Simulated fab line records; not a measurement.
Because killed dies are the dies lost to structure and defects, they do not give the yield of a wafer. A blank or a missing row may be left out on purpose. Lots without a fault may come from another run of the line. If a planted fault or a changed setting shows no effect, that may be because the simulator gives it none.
A struck lot beside a sound one	flow n5 finfet	16 out of 1938 route steps
Sound: wafers L532.3, L532.4, L532.6. Struck: wafers L540.1, L540.4 (left out: L540.5, a lot-mate that was not struck); the cause follows at the end.
Per side, at each step with rows, come the tool, then ch with its chambers, and then its first start. Under that, the readings that differ: sound wafers	struck wafers	difference of the means	sigmas: that difference in standard deviations of wafers without a fault.
alike: words and numbers the same on both sides, and readings whose means are apart by under 2 such deviations; not compared: readings that were withheld, readings missing a value for some wafer, numbers with overlapping values and no deviation given by the record, and bounds like >300 which may hide the same value.
Wherever a step has rows on one side only, a row that says differs or no value, or a row with sigmas, the two part there. Non-overlapping numbers with no deviation appear without sigmas and do not part them. A reading that every wafer of one side lacks parts them only if that side has two wafers or more.

N5_FIN_CUT_OVL_MEAS_09:
  sound on overlay-01 ch 0, day 2 14:34; struck on overlay-01 ch 0, day 4 15:46
  alike: FIN_CUT_OVL
N5_FIN_CUT_INSPECT_10: inspects for defects (brightfield).
  sound: defect inspect-01 at day 2 14:37; struck: defect inspect-02 at day 4 15:50
  alike: raw defect count
then, 1 step without rows for these wafers: N5_FIN_CUT_DESCUM_13 (chemistry O2, time 7 s).
N5_FIN_CUT_ETCH_30: etches underlayer in N2/H2, target depth 13 nm, time 10.4 s.
  sound on rie diel-01 ch 0,3, day 2 14:41; struck on rie diel-01 ch 2,3, day 4 15:54
  alike: drypump motor current A, etch rf on time s, h2 flow sccm, oes product au, rf vpp V, showerhead plenum p Torr, throttle valve pct
  not compared: rf hours counter h
then, 1 step without rows for these wafers: N5_FIN_CUT_ETCH_20 (etches SiARC in CF4, target depth 26 nm, time 43.3 s).
N5_FIN_CUT_ETCH_21: etches SOC in N2/H2, target depth 219 nm, overetch 43.8 nm, time 523.5 s.
  sound on rie diel-01 ch 0,3, day 2 14:44; struck on rie diel-01 ch 2,3, day 4 15:57
  alike: drypump motor current A, h2 flow sccm, oes product au, rf vpp V, showerhead plenum p Torr, throttle valve pct
  not compared: rf hours counter h
then, 2 steps without rows for these wafers: N5_FIN_CUT_STRIP_23 (strips in N2/H2); N5_FIN_CUT_STRIP_31 (strips in N2/H2).
N5_FIN_CUT_STRIP_24: strips in CF4.
  sound on rie diel-01 ch 0,3, day 2 15:04; struck on rie diel-01 ch 2,3, day 4 16:17
  alike: drypump motor current A, oes product au, power w, rf vpp V, showerhead plenum p Torr, throttle valve pct
  not compared: rf hours counter h
then, 2 steps without rows for these wafers: N5_FIN_CUT_CUT_ETCH_26 (etches SiNx in CH3F/O2, target depth 39 nm, time 55.7 s); N5_FIN_CUT_CUT_ETCH_27 (etches SiO2 in CHF3/O2, target depth 4 nm, overetch 2 nm, time 4.9 s).
N5_FIN_CUT_PRECLEAN_35: cleans in vHF, time 13.3 s.
  sound on vapor etch-01 ch 0,1, day 2 15:13; struck on vapor etch-01 ch 0,1, day 4 17:11
  alike: drypump motor current A
N5_FIN_CUT_CUT_ETCH_15: etches Si in HBr/Cl2/O2, target depth 100 nm, bt time 10 s, time 42.4 s.
  sound on rie si-03 ch 0,3, day 2 15:17; struck on rie si-03 ch 0,2, day 4 17:16
reading	sound	struck	difference	sigmas
model.etch.depth nm (nm)	98.96 99.01 98.58	95.13 94.37	-4.10	
model.FIN_CUT.feature depth nm (nm)	99 99 98.6	95.2 94.4	-4.1	
model.SOC_of_FIN_CUT_COAT_18.thk nm (nm)	170.2 170 170.2	171.8 172.2	+1.9	
  alike: drypump motor current A, oes product au, throttle valve pct
  not compared: rf hours counter h
N5_FIN_CUT_CUT_ETCH_28: etches Si in HBr/Cl2/O2, target depth 6 nm, time 2.4 s.
  sound on rie si-03 ch 0,3, day 2 15:20; struck on rie si-03 ch 0,2, day 4 17:19
reading	sound	struck	difference	sigmas
model.SOC_of_FIN_CUT_COAT_18.thk nm (nm)	168.4 168.2 168.6	170.2 170.6	+2.0	
  alike: drypump motor current A, oes product au, throttle valve pct
  not compared: rf hours counter h
N5_FIN_CUT_STRIP_22: strips in N2/H2.
  sound on rie diel-01 ch 0,2, day 2 15:24; struck on rie diel-05 ch 1,3, day 4 17:23
reading	sound	struck	difference	sigmas
rf vpp V (V)	58.2 57.3 59.5	54.6 52.4	-4.8	-2
  alike: drypump motor current A, h2 flow sccm, oes product au, power w, showerhead plenum p Torr, throttle valve pct
  not compared: rf hours counter h
after that, 1 step had no rows for these wafers: N5_PASSIVATION_PROBE_49.

== WHERE THEY PART ==
Within this record, at N5_FIN_CUT_STRIP_22 only.

WHY: whatever the simulator had introduced
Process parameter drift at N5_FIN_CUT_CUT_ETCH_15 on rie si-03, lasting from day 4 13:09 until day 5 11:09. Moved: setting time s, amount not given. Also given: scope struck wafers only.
